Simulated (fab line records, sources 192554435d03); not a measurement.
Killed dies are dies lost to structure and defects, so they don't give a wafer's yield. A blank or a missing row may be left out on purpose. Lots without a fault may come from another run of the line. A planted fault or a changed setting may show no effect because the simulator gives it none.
fab line records | flow n5_finfet
record lots=14 wafers=34 last_day=16
route steps=1938 shown SD_EPI_P@304 SD_ACTIVATION@331 ILD0@341
lots that met no fault: from a run of the same line without faults
start_h: hours from the record's first day to the start of the lot's first wafer shown | wait_h: hours since the lot's step before | " the same as in the row above | L1.1+2: a row that stands for several wafers | - no value, or no start given | * or withheld: withheld | < > ~ a bound
route shown NAME@n: a module of which the file shows steps, and the number in the route of the first | usual: mean/standard deviation of fault-free wafers | same: alike in all rows | chamber/n: place in a boat | sites: the reading at each site | _std_site: their standard deviation | _edge_site: outer sites' mean less inner sites' | radius_mm: how far each site lies from the wafer's centre | mask NAME#n: copy n | behind: the tool/chamber that last shaped the wafer | hold: why the lot was held/for how many hours/how that ended | device: the transistor (n, p or np) that didn't switch | end of line: the same wafers' tests at the end of the route | a step without rows: its recipe alone | killed: dies lost to structure and defects at the first sort, not the wafer's yield | map: a wafer's dies, x killed, . not, _ none there
set.NAME: the setting as run; set.NAME@STEP: as run at that earlier step | model.NAME: the simulator's own value behind a step, which no gauge read
steps of the route over a sample of lots; a table a step, a row a wafer
services: from which hour (start_h, from the record's first day; less than 0 if before it) a tool's chamber was out of use, for how many hours, and why
## steps
# step N5_SD_EPI_P_OVL_MEAS_10
# recipe points_per_wafer=44
# usual SD_P_BLK_OVL=-0.3/0.7
# columns lot.wafer tool chamber start_h wait_h SD_P_BLK_OVL[nm]
L611.4 overlay-01 0 60.52 0.0 -0.5
L611.5 " 0 " " 0.7
L611.6 " 0 " " -0.9
L613.3 overlay-01 0 72.20 0.0 -0.1
L613.6 " 0 " " -0.4
L614.2 overlay-02 0 81.26 0.0 0.0
L614.3 " 0 " " 0.0
L615.1 overlay-02 0 84.73 0.0 0.9
L615.2 " 0 " " 0.2
L616.3 overlay-02 0 88.42 0.0 -0.3
L616.5 " 0 " " -0.5
L617.1 overlay-02 0 97.34 0.0 -0.3
L617.6 " 0 " " 1.3
L618.1 overlay-01 0 101.71 0.0 0.4
L618.3 " 0 " " -0.5
L619.4 overlay-01 0 106.38 0.0 0.6
L619.5 " 0 " " 0.1
L620.2 overlay-01 0 113.14 0.0 -0.6
L620.3 " 0 " " -0.7
L620.6 " 0 " " -1.6
L621.2 overlay-01 0 120.91 0.0 -0.1
L621.5 " 0 " " -0.3
L622.2 overlay-01 0 125.04 0.0 0.1
L622.3 " 0 " " -1.2
L622.6 " 0 " " -0.2
L629.2 overlay-02 0 166.41 0.0 -0.7
L629.3 " 0 " " 0.0
L629.4 " 0 " " -0.6
L631.2 overlay-02 0 180.84 0.0 0.7
L631.5 " 0 " " 0.2
L631.6 " 0 " " 1.4
L632.4 overlay-01 0 185.82 0.0 -1.4
L632.5 " 0 " " -0.3
L632.6 " 0 " " -1.5
# step N5_SD_EPI_P_STRIP_40
# recipe chemistry=N2/H2 power_w=1000 temp_c=250 h2_frac=0.65 overash_fraction=0.3 pressure_mtorr=withheld n2_flow_sccm=1750 h2_flow_sccm=3250
# usual drypump_motor_current_A=6.1/0.57 heater_power_w=378/35 oes_product_au=0.762/0.011
# columns lot.wafer tool chamber start_h wait_h drypump_motor_current_A heater_power_w oes_product_au rf_hours_counter_h
L611.4 plasma_asher-02 1 61.42 0.0 5.9 327 0.770 -
L611.5 " 1 " " 5.9 320 0.774 -
L611.6 " 0 " " 6.8 407 0.758 -
L613.3 plasma_asher-02 1 73.11 0.0 5.9 330 0.775 -
L613.6 " 1 " " 5.9 333 0.755 -
L614.2 plasma_asher-01 0 82.17 0.0 5.1 408 0.768 37
L614.3 " 1 " " 6.4 386 0.765 -
L615.1 plasma_asher-01 1 85.62 0.0 6.3 384 0.771 38
L615.2 " 0 " " 5.2 403 0.767 38
L616.3 plasma_asher-02 0 89.33 0.0 6.7 405 0.735 -
L616.5 " 0 " " 6.8 387 0.749 -
L617.1 plasma_asher-02 1 98.26 0.0 5.9 333 0.757 91
L617.6 " 0 " " 6.7 402 0.748 -
L618.1 plasma_asher-01 0 102.60 0.0 5.1 402 0.753 41
L618.3 " 1 " " 6.3 382 0.751 -
L619.4 plasma_asher-02 0 107.28 0.0 6.7 408 0.764 -
L619.5 " 1 " " 5.9 340 0.766 -
L620.2 plasma_asher-01 0 114.05 0.0 5.1 401 0.779 44
L620.3 " 1 " " 6.3 378 0.778 -
L620.6 " 1 " " 6.3 391 0.749 -
L621.2 plasma_asher-02 1 121.80 0.0 5.9 328 0.760 95
L621.5 " 1 " " 5.9 329 0.765 -
L622.2 plasma_asher-02 0 126.05 0.0 6.7 412 0.762 96
L622.3 " 1 " " 5.9 332 0.757 -
L622.6 " 1 " " 5.9 333 0.764 -
L629.2 plasma_asher-01 0 167.29 0.0 5.1 419 0.776 55
L629.3 " 1 " " 6.4 378 0.771 -
L629.4 " 0 " " 5.1 411 0.749 -
L631.2 plasma_asher-02 0 181.74 0.0 6.7 403 0.772 107
L631.5 " 0 " " 6.8 414 0.755 -
L631.6 " 1 " " 5.9 337 0.764 -
L632.4 plasma_asher-02 0 186.88 0.0 6.8 403 0.759 -
L632.5 " 1 " " 5.9 327 0.766 -
L632.6 " 0 " " 6.7 401 0.759 -
# step N5_SD_ACTIVATION_LSA_01
# recipe temp_c=1080 time_s=0.0008 ambient=N2
# usual wafer_temp_C_max=1084.5/0.94
# columns lot.wafer tool chamber start_h wait_h wafer_temp_C_max
L611.4 laser_anneal-02 0 64.62 0.2 1083.1
L611.5 " 0 " " 1085.0
L611.6 " 0 " " 1083.2
L613.3 laser_anneal-02 0 76.51 0.2 1084.0
L613.6 " 0 " " 1083.2
L614.2 laser_anneal-01 0 85.32 0.2 1084.5
L614.3 " 0 " " 1085.9
L615.1 laser_anneal-02 0 89.65 0.3 1083.9
L615.2 " 0 " " 1083.5
L616.3 laser_anneal-01 0 93.80 0.3 1085.4
L616.5 " 0 " " 1085.0
L617.1 laser_anneal-02 0 102.23 0.2 1084.4
L617.6 " 0 " " 1084.9
L618.1 laser_anneal-01 0 105.90 0.3 1085.1
L618.3 " 0 " " 1084.2
L619.4 laser_anneal-02 0 110.51 0.2 1084.4
L619.5 " 0 " " 1084.5
L620.2 laser_anneal-01 0 117.32 0.2 1085.6
L620.3 " 0 " " 1085.8
L620.6 " 0 " " 1084.6
L621.2 laser_anneal-02 0 125.98 0.2 1084.7
L621.5 " 0 " " 1084.6
L622.2 laser_anneal-01 0 129.19 0.2 1085.4
L622.3 " 0 " " 1084.7
L622.6 " 0 " " 1084.6
L629.2 laser_anneal-02 0 170.44 0.2 1049.5
L629.3 " 0 " " 1048.8
L629.4 " 0 " " 1049.2
L631.2 laser_anneal-02 0 185.02 0.2 1049.9
L631.5 " 0 " " 1051.0
L631.6 " 0 " " 1049.2
L632.4 laser_anneal-01 0 192.04 0.2 1084.2
L632.5 " 0 " " 1086.2
L632.6 " 0 " " 1084.0
# step N5_ILD0_THK_MEAS_08
# usual thk_nm=138.8/1.6
# columns lot.wafer tool chamber start_h wait_h thk_nm
L611.4 film_metro-01 - 68.26 - 139.3
L611.5 " - " " 136.5
L611.6 " - " " 140.1
L613.3 film_metro-01 - 79.99 - 137.5
L613.6 " - " " 136.6
L614.2 film_metro-01 - 88.89 - 139.2
L614.3 " - " " 139.7
L615.1 film_metro-02 - 93.91 - 139.8
L615.2 " - " " 140.6
L616.3 film_metro-02 - 97.50 - 136.6
L616.5 " - " " 139.4
L617.1 film_metro-01 - 105.78 - 139.0
L617.6 " - " " 138.9
L618.1 film_metro-01 - 109.60 - 137.8
L618.3 " - " " 140.8
L619.4 film_metro-01 - 114.10 - 137.3
L619.5 " - " " 138.7
L620.2 film_metro-02 - 120.95 - 140.1
L620.3 " - " " 139.0
L620.6 " - " " 136.4
L621.2 film_metro-02 - 129.53 - 137.0
L621.5 " - " " 139.3
L622.2 film_metro-02 - 132.86 - 139.8
L622.3 " - " " 137.7
L622.6 " - " " 140.6
L629.2 film_metro-01 - 173.97 - 140.0
L629.3 " - " " 139.1
L629.4 " - " " 140.0
L631.2 film_metro-02 - 188.76 - 141.0
L631.5 " - " " 137.5
L631.6 " - " " 137.6
L632.4 film_metro-02 - 195.55 - 138.5
L632.5 " - " " 138.2
L632.6 " - " " 139.2
## services
# columns tool chamber start_h hours kind
plasma_asher-02 - 149.07 2.7 pm
## key
first_sign step=N5_SD_ACTIVATION_LSA_01 reading=wafer_temp_C_max direction=down sigmas=37 usual=* struck=*
effect none on later readings
met_at N5_SD_ACTIVATION_LSA_01
struck_lots L629,L631
tester_left_out L629,L631
not_acting_at N5_SD_EPI_P_OVL_MEAS_10,N5_SD_EPI_P_STRIP_40,N5_ILD0_THK_MEAS_08
onset_between 125.98 170.44
fault kind=process_parameter_drift tool=laser_anneal-02 chamber=- onset_h=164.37 steps=N5_SD_ACTIVATION_LSA_01 channel=temp_c offset=* shape=step end_h=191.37 stated=*
# tester_left_out: of these lots the tester's yield and bins aren't shown, on N5 and GAA mostly nor the transistor test; their killed dies are dies lost to structure and defects alone, not to doping, threshold or leakage, so they don't give the yield
